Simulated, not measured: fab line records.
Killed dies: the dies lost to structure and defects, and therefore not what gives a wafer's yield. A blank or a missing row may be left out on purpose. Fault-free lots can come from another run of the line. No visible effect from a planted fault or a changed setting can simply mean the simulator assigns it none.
Matching of chambers | flow nand-harc | NHARC_P_M1_STRIP_18 on rie-diel-02: 4 sister chambers
The step strips in N2/H2. 8 wafers are shown with their chamber, then 12 later ones without.

WAFERS PAIRED WITH THEIR CHAMBERS
wafer  | chamber | showerhead-plenum-p-Torr (Torr) | drypump-motor-current-A (A)
L081.2 | 2       | 2.02                            | 5.7
L085.4 | 0       | 1.96                            | 6.5
L087.2 | 2       | 2.01                            | 5.7
L089.3 | 0       | 1.96                            | 6.6
L089.6 | 3       | 2.04                            | 5.4
L088.3 | 1       | 1.91                            | 6.0
L088.4 | 3       | 2.04                            | 5.4
L088.6 | 1       | 1.91                            | 5.9

WAFERS WHOSE CHAMBER IS MISSING
wafer  | showerhead-plenum-p-Torr (Torr) | drypump-motor-current-A (A)
L090.1 | 1.91                            | 5.9
L090.2 | 1.96                            | 6.5
L090.3 | 2.01                            | 5.7
L092.1 | 2.01                            | 5.7
L092.2 | 1.91                            | 5.9
L092.5 | 2.04                            | 5.4
L093.1 | 1.96                            | 6.5
L093.2 | 2.04                            | 5.4
L093.5 | 1.96                            | 6.5
L097.2 | 1.91                            | 6.0
L097.5 | 2.01                            | 5.7
L097.6 | 2.04                            | 5.4

WHICH CHAMBER EACH ONE RAN IN
wafer  | from the rows above | in truth
L090.1 | 1                   | 1
L090.2 | 0                   | 0
L090.3 | 2                   | 2
L092.1 | 2                   | 2
L092.2 | 1                   | 1
L092.5 | 3                   | 3
L093.1 | 0                   | 0
L093.2 | 3                   | 3
L093.5 | 0                   | 0
L097.2 | 1                   | 1
L097.5 | 2                   | 2
L097.6 | 3                   | 3
Correctly placed: 12 of 12. From these rows, 0 cannot be placed. Wrongly placed: 0.
How it was worked out, from the rows above alone: a wafer's distance from a chamber is the root of the sum, over the readings, of the square of ((its reading less the chamber's mean) divided by the reading's scatter). The wafer belongs to the nearest chamber; if the next one is less than 2 further off, it can't be placed. For every chamber, the mean is computed from those of its wafers that are shown. The scatter: the root of (the sum of the squares of (reading less its chamber's mean) over the shown wafers, divided by (wafers less chambers)).
